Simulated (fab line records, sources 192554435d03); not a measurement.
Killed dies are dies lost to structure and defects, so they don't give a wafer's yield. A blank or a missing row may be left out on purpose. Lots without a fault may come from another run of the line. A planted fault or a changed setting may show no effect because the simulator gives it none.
fab line records | flow n5_finfet
record lots=14 wafers=39 last_day=18
route steps=1938 shown BEOL_M3@954
lots that met no fault: from a run of the same line without faults
start_h: hours from the record's first day to the start of the lot's first wafer shown | wait_h: hours since the lot's step before | " the same as in the row above | L1.1+2: a row that stands for several wafers | - no value, or no start given | * or withheld: withheld | < > ~ a bound
route shown NAME@n: a module of which the file shows steps, and the number in the route of the first | usual: mean/standard deviation of fault-free wafers | same: alike in all rows | chamber/n: place in a boat | sites: the reading at each site | _std_site: their standard deviation | _edge_site: outer sites' mean less inner sites' | radius_mm: how far each site lies from the wafer's centre | mask NAME#n: copy n | behind: the tool/chamber that last shaped the wafer | hold: why the lot was held/for how many hours/how that ended | device: the transistor (n, p or np) that didn't switch | end of line: the same wafers' tests at the end of the route | a step without rows: its recipe alone | killed: dies lost to structure and defects at the first sort, not the wafer's yield | map: a wafer's dies, x killed, . not, _ none there
set.NAME: the setting as run; set.NAME@STEP: as run at that earlier step | model.NAME: the simulator's own value behind a step, which no gauge read
steps of the route over a sample of lots; a table a step, a row a wafer
services: from which hour (start_h, from the record's first day; less than 0 if before it) a tool's chamber was out of use, for how many hours, and why
## steps
# step N5_BEOL_M3_HM_OPEN_17
# recipe chemistry=Cl2/BCl3 target_depth_a=200 overetch_a=60 target=TiN mask_material=SOC ion_energy_ev=150 pressure_mtorr=10 icp_w=1000 bias_w=126 Cl2_flow_sccm=53.25 bcl3_flow_sccm=21.75 Ar_flow_sccm=25
# usual drypump_motor_current_A=5.50/0.3 mfc_ar_sccm=25.00/0.077 oes_product_au=0.67/0.1 throttle_valve_pct=22.28/0.26
# columns lot.wafer tool chamber start_h wait_h drypump_motor_current_A mfc_ar_sccm oes_product_au rf_hours_counter_h throttle_valve_pct
L777.4 rie_metal-03 1 147.24 0.1 5.88 25.08 0.69 - 22.49
L777.5 " 1 " " 5.90 25.13 0.68 - 22.47
L777.6 " 0 " " 5.65 25.01 0.62 - 22.26
L778.3 rie_metal-02 0 147.44 0.1 4.91 24.89 0.52 - 22.37
L778.4 " 1 " " 5.54 24.91 0.51 - 22.35
L778.5 " 0 " " 4.93 25.01 0.52 - 22.37
L781.1 rie_metal-02 0 167.79 0.0 4.97 25.09 0.53 126 22.36
L781.2 " 1 " " 5.46 24.97 0.52 129 22.35
L781.4 " 0 " " 4.95 25.08 0.52 - 22.37
L782.1 rie_metal-02 0 175.04 0.0 4.96 24.94 0.53 127 22.35
L782.3 " 1 " " 5.50 25.08 0.52 - 22.32
L782.4 " 0 " " 4.94 25.01 0.53 - 22.35
L785.1 rie_metal-01 0 201.09 0.0 5.48 24.96 0.75 8 22.58
L786.3 rie_metal-03 1 206.28 0.1 5.93 25.08 0.66 - 22.50
L786.5 " 0 " " 5.65 25.02 0.61 - 22.27
L786.6 " 1 " " 5.92 24.99 0.66 - 22.48
L788.1 rie_metal-01 0 219.24 0.0 5.50 24.92 0.75 11 22.59
L788.5 " 0 " " 5.46 24.99 0.75 - 22.58
L794.2 rie_metal-02 1 251.01 0.0 5.54 25.01 0.81 5 22.26
L794.3 " 0 " " 4.96 24.88 0.82 - 21.99
L794.5 " 0 " " 4.97 25.05 0.83 - 22.01
L795.1 rie_metal-02 1 254.44 0.0 5.51 25.04 0.81 5 22.23
L795.4 " 0 " " 4.95 25.06 0.82 - 22.00
L795.6 " 0 " " 4.94 25.04 0.82 - 22.00
L796.1 rie_metal-03 1 257.67 0.0 5.90 24.96 0.65 43 22.48
L796.2 " 0 " " 5.67 25.06 0.61 66 22.28
L796.6 " 1 " " 5.91 25.06 0.66 - 22.49
L797.3 rie_metal-01 0 279.78 0.1 5.46 24.91 0.72 - 22.61
L797.4 " 1 " " 5.62 25.10 0.74 - 21.81
L797.6 " 0 " " 5.47 25.10 0.73 - 22.61
L798.1 rie_metal-02 1 285.57 0.0 5.48 24.96 0.79 7 22.24
L798.5 " 0 " " 4.95 24.91 0.80 - 21.99
L798.6 " 1 " " 5.48 25.04 0.78 - 22.26
L799.1 rie_metal-01 1 291.36 0.0 5.62 25.01 0.74 21 21.80
L799.2 " 0 " " 5.49 24.97 0.71 17 22.60
L799.4 " 1 " " 5.64 25.11 0.75 - 21.80
L800.3 rie_metal-01 0 291.66 0.1 5.45 24.86 0.72 - 22.57
L800.4 " 1 " " 5.63 25.02 0.73 - 21.82
L800.6 " 0 " " 5.46 25.02 0.73 - 22.60
# step N5_BEOL_M3_DEVELOP_27
# recipe develop_time_s=30 developer=TMAH resist=CAR-EUV rinse_liquid=surfactant_rinse dry=air_spin dev_temp_c=23
# usual chill_plate_temp_C=23.03/0.098 develop_time_s=30/0
# columns lot.wafer tool chamber start_h wait_h chill_plate_temp_C develop_time_s
L777.4 litho_track-05 0 147.66 - 23.09 30
L777.5 " 0 " " 23.08 30
L777.6 " 0 " " 23.04 30
L778.3 litho_track-03 0 147.87 - 23.11 30
L778.4 " 0 " " 22.99 30
L778.5 " 0 " " 23.05 30
L781.1 litho_track-05 0 168.25 - 22.98 30
L781.2 " 0 " " 23.04 30
L781.4 " 0 " " 22.88 30
L782.1 litho_track-01 0 175.48 - 22.96 30
L782.3 " 0 " " 22.94 30
L782.4 " 0 " " 23.19 30
L785.1 litho_track-03 - 201.53 - - -
L786.3 litho_track-01 - 206.70 - - -
L786.5 " - " " - -
L786.6 " - " " - -
L788.1 litho_track-03 0 219.81 - 23.07 30
L788.5 " 0 " " 22.66 30
L794.2 litho_track-03 0 251.57 - 23.12 30
L794.3 " 0 " " 23.09 30
L794.5 " 0 " " 23.08 30
L795.1 litho_track-03 0 255.01 - 23.07 30
L795.4 " 0 " " 23.29 30
L795.6 " 0 " " 23.11 30
L796.1 litho_track-01 0 258.31 - 22.93 30
L796.2 " 0 " " 23.16 30
L796.6 " 0 " " 23.19 30
L797.3 litho_track-03 0 280.19 - 23.12 30
L797.4 " 0 " " 23.01 30
L797.6 " 0 " " 23.17 30
L798.1 litho_track-05 0 286.01 - 22.95 30
L798.5 " 0 " " 23.02 30
L798.6 " 0 " " 23.11 30
L799.1 litho_track-03 0 291.85 - 23.01 30
L799.2 " 0 " " 22.96 30
L799.4 " 0 " " 23.10 30
L800.3 litho_track-03 0 292.07 - 23.11 30
L800.4 " 0 " " 23.12 30
L800.6 " 0 " " 23.07 30
# step N5_BEOL_M3_ETCH_77
# recipe chemistry=N2/H2 target=underlayer target_depth_a=65 mask_material=CAR-EUV time_s=5.2 ion_energy_ev=200 pressure_mtorr=30 source_w=840 bias_w=150 n2_flow_sccm=200 h2_flow_sccm=200 ends=cleared
# usual drypump_motor_current_A=5.8/0.57 etch_rf_on_time_s=5.23/0.23 oes_product_au=0.65/0.086 rf_vpp_V=524.2/2.7 showerhead_plenum_p_Torr=2.55/0.085 throttle_valve_pct=17.75/0.29
# columns lot.wafer tool chamber start_h wait_h drypump_motor_current_A etch_rf_on_time_s oes_product_au rf_hours_counter_h rf_vpp_V showerhead_plenum_p_Torr throttle_valve_pct
L777.4 rie_diel-06 0 147.87 0.0 5.9 5.21 0.63 186 527.7 2.65 18.13
L777.5 " 1 " " 5.4 5.13 0.73 - 525.2 2.56 17.19
L777.6 " 2 " " 6.2 5.10 0.78 - 521.4 2.48 17.80
L778.3 rie_diel-06 2 148.08 0.0 6.2 5.10 0.77 24 523.1 2.48 17.80
L778.4 " 1 " " 5.4 5.09 0.74 49 524.0 2.56 17.19
L778.5 " 2 " " 6.2 5.04 0.78 - 521.9 2.48 17.81
L781.1 rie_diel-02 2 168.46 0.0 6.4 5.01 0.64 181 521.0 2.43 17.92
L781.2 " 3 " " 6.5 5.62 0.59 186 525.4 2.54 17.93
L781.4 " 0 " " 6.4 4.78 0.86 6 527.2 2.59 17.30
L782.1 rie_diel-02 1 175.80 0.0 5.1 5.19 0.60 225 525.1 2.61 17.63
L782.3 " 0 " " 6.4 4.90 0.86 8 525.7 2.59 17.27
L782.4 " 3 " " 6.4 5.73 0.59 188 524.1 2.54 17.94
L785.1 rie_diel-02 0 201.75 0.0 6.4 4.83 0.84 15 528.1 2.59 17.27
L786.3 rie_diel-02 3 206.91 0.0 6.5 5.55 0.59 197 523.7 2.54 17.96
L786.5 " 1 " " 5.1 5.02 0.61 - 527.1 2.61 17.69
L786.6 " 2 " " 6.3 5.04 0.63 - 522.1 2.43 17.91
L788.1 rie_diel-04 3 220.02 0.0 5.9 5.58 0.57 245 520.5 2.39 17.84
L788.5 " 1 " " 6.3 5.39 0.60 - 525.0 2.64 17.76
L794.2 rie_diel-02 0 251.78 0.0 6.4 4.90 0.79 30 523.9 2.59 17.33
L794.3 " 2 " " 6.3 5.08 0.62 207 520.0 2.42 17.97
L794.5 " 3 " " 6.5 5.72 0.58 - 523.9 2.53 17.97
L795.1 rie_diel-04 2 255.31 0.0 4.9 5.25 0.61 224 526.8 2.61 17.76
L795.4 " 2 " " 4.9 5.27 0.60 - 526.3 2.61 17.74
L795.6 " 1 " " 6.3 5.39 0.59 - 526.4 2.64 17.77
L796.1 rie_diel-04 2 258.99 0.0 4.9 5.21 0.61 226 527.1 2.61 17.78
L796.2 " 0 " " 5.3 5.39 0.62 178 526.2 2.65 17.93
L796.6 " 0 " " 5.4 5.36 0.61 - 526.6 2.65 17.95
L797.3 rie_diel-04 2 280.40 0.0 4.9 5.22 0.61 232 524.9 2.61 17.76
L797.4 " 0 " " 5.3 5.38 0.61 184 528.4 2.65 17.93
L797.6 " 0 " " 5.3 5.39 0.61 - 526.5 2.65 17.93
L798.1 rie_diel-06 0 286.23 0.0 5.9 5.20 0.59 226 527.1 2.64 18.21
L798.5 " 1 " " 5.4 5.20 0.68 - 525.0 2.54 17.25
L798.6 " 0 " " 5.9 5.22 0.60 - 523.5 2.64 18.20
L799.1 rie_diel-02 3 292.06 0.0 6.4 5.64 0.57 224 521.6 2.53 18.01
L799.2 " 1 " " 5.1 4.98 0.85 1 525.5 2.60 17.16
L799.4 " 2 " " 6.3 5.06 0.61 220 519.5 2.42 17.97
L800.3 rie_diel-02 3 292.28 0.0 6.4 5.70 0.57 224 521.7 2.53 17.98
L800.4 " 1 " " 5.1 5.06 0.85 1 528.1 2.60 17.17
L800.6 " 1 " " 5.1 5.03 0.84 - 526.1 2.60 17.16
# step N5_BEOL_M3_ETCH_70
# recipe chemistry=N2/H2 target=SOC target_depth_a=800 overetch_a=160 mask_material=SiARC temp_c=40 time_s=120 ion_energy_ev=200 pressure_mtorr=30 source_w=840 bias_w=150 n2_flow_sccm=200 h2_flow_sccm=200
# usual drypump_motor_current_A=5.9/0.55 oes_product_au=0.59/0.071 rf_vpp_V=524.1/2.3 showerhead_plenum_p_Torr=2.55/0.081 throttle_valve_pct=17.7/0.32
# columns lot.wafer tool chamber start_h wait_h drypump_motor_current_A oes_product_au rf_hours_counter_h rf_vpp_V showerhead_plenum_p_Torr throttle_valve_pct
L777.4 rie_diel-02 3 149.51 0.0 6.5 0.56 181 523.6 2.55 17.9
L777.5 " 3 " " 6.5 0.56 - 524.0 2.55 17.9
L777.6 " 2 " " 6.4 0.56 - 520.9 2.44 17.9
L778.3 rie_diel-06 1 149.61 0.0 5.4 0.64 50 526.1 2.56 17.1
L778.4 " 2 " " 6.2 0.69 24 523.1 2.48 17.8
L778.5 " 0 " " 5.9 0.55 - 526.9 2.65 18.1
L781.1 rie_diel-02 3 174.61 0.0 6.5 0.55 188 523.3 2.54 17.9
L781.2 " 1 " " 5.1 0.54 224 526.1 2.61 17.6
L781.4 " 2 " " 6.4 0.56 183 519.2 2.43 17.9
L782.1 rie_diel-06 2 186.37 0.0 6.2 0.67 34 521.2 2.48 17.8
L782.3 " 1 " " 5.4 0.63 61 524.2 2.56 17.2
L782.4 " 3 " " 5.2 0.55 172 520.1 2.44 18.0
L785.1 rie_diel-02 3 204.78 0.0 6.4 0.55 197 523.5 2.54 17.9
L786.3 rie_diel-02 3 207.98 0.0 6.5 0.56 197 523.1 2.54 17.9
L786.5 " 1 " " 5.1 0.53 - 526.2 2.61 17.6
L786.6 " 0 " " 6.4 0.72 - 525.2 2.59 17.2
L788.1 rie_diel-02 1 221.31 0.0 5.1 0.53 238 525.7 2.61 17.6
L788.5 " 0 " " 6.4 0.71 - 526.4 2.59 17.2
L794.2 rie_diel-02 3 268.15 0.0 6.5 0.54 215 523.5 2.53 17.9
L794.3 " 2 " " 6.3 0.55 211 519.7 2.42 17.9
L794.5 " 0 " " 6.4 0.68 - 525.7 2.58 17.3
L795.1 rie_diel-04 0 268.20 0.0 5.3 0.56 181 526.4 2.65 17.9
L795.4 " 1 " " 6.3 0.54 227 525.8 2.63 17.7
L795.6 " 3 " " 5.9 0.75 - 526.7 2.71 17.4
L796.1 rie_diel-04 1 269.93 0.0 6.3 0.54 227 525.7 2.63 17.7
L796.2 " 2 " " 4.9 0.54 229 525.6 2.61 17.7
L796.6 " 1 " " 6.3 0.55 - 526.9 2.63 17.7
L797.3 rie_diel-06 3 284.08 0.0 5.2 0.54 198 521.7 2.43 18.1
L797.4 " 2 " " 6.2 0.65 60 522.2 2.46 17.8
L797.6 " 2 " " 6.2 0.64 - 522.4 2.46 17.8
L798.1 rie_diel-04 3 289.52 0.0 5.9 0.73 7 527.7 2.71 17.4
L798.5 " 3 " " 5.9 0.73 - 529.3 2.71 17.4
L798.6 " 0 " " 5.3 0.56 - 526.1 2.64 17.9
L800.3 rie_diel-02 2 292.58 0.0 6.4 0.54 220 519.3 2.42 17.9
L800.4 " 0 " " 6.5 0.68 42 524.6 2.58 17.3
L800.6 " 3 " " 6.5 0.54 - 521.6 2.53 18.0
L799.1 rie_diel-06 1 297.78 0.0 5.4 0.61 92 524.2 2.54 17.2
L799.2 " 2 " " 6.2 0.64 64 523.2 2.46 17.8
L799.4 " 0 " " 5.9 0.54 228 526.6 2.64 18.2
## services
# columns tool chamber start_h hours kind
rie_diel-02 0 133.14 - clean
rie_diel-02 0 133.14 - consumable_replace:focus_ring
rie_diel-02 0 133.14 16.0 scheduled_down
rie_diel-02 0 133.14 16.0 vent_cycle
rie_diel-04 2 140.05 19.5 repair
rie_metal-01 1 176.04 4.8 repair
rie_diel-04 3 180.80 1.6 repair
rie_metal-02 1 204.81 - clean
rie_metal-02 1 204.81 15.8 scheduled_down
rie_metal-02 1 204.81 15.8 vent_cycle
rie_diel-02 1 222.31 5.3 repair
rie_diel-04 3 237.79 - clean
rie_diel-04 3 237.79 - consumable_replace:focus_ring
rie_diel-04 3 237.79 - consumable_replace:showerhead
rie_diel-04 3 237.79 23.2 scheduled_down
rie_diel-04 3 237.79 23.2 vent_cycle
rie_metal-03 - 242.53 0.8 repair
rie_metal-02 - 260.14 0.2 repair
rie_diel-02 1 267.30 - clean
rie_diel-02 1 267.30 - consumable_replace:esc
rie_diel-02 1 267.30 - consumable_replace:focus_ring
rie_diel-02 1 267.30 22.7 scheduled_down
rie_diel-02 1 267.30 22.7 vent_cycle
rie_metal-02 - 268.16 2.8 pm
## key
first_sign step=N5_BEOL_M3_DEVELOP_27 reading=tool_record direction=missing
effect none on later readings
met_at N5_BEOL_M3_DEVELOP_27
struck_lots L785,L786
later_rows_left_out L785.1,L786.3,L786.5,L786.6
sort_left_out L785.1,L786.3,L786.5,L786.6
not_acting_at N5_BEOL_M3_HM_OPEN_17,N5_BEOL_M3_ETCH_77,N5_BEOL_M3_ETCH_70
onset_between 175.48 201.53
fault kind=skipped_step_whole tool=litho_track-01,litho_track-03 chamber=- onset_h=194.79 steps=N5_BEOL_M3_DEVELOP_27 scope=struck_lots_only
# sort_left_out: the simulated sort isn't trusted on such a fault, so these wafers' sort isn't shown, and their yield isn't known
# later_rows_left_out: the simulator's readings of these wafers behind a module that went badly wrong aren't trusted and aren't shown, but for the sort
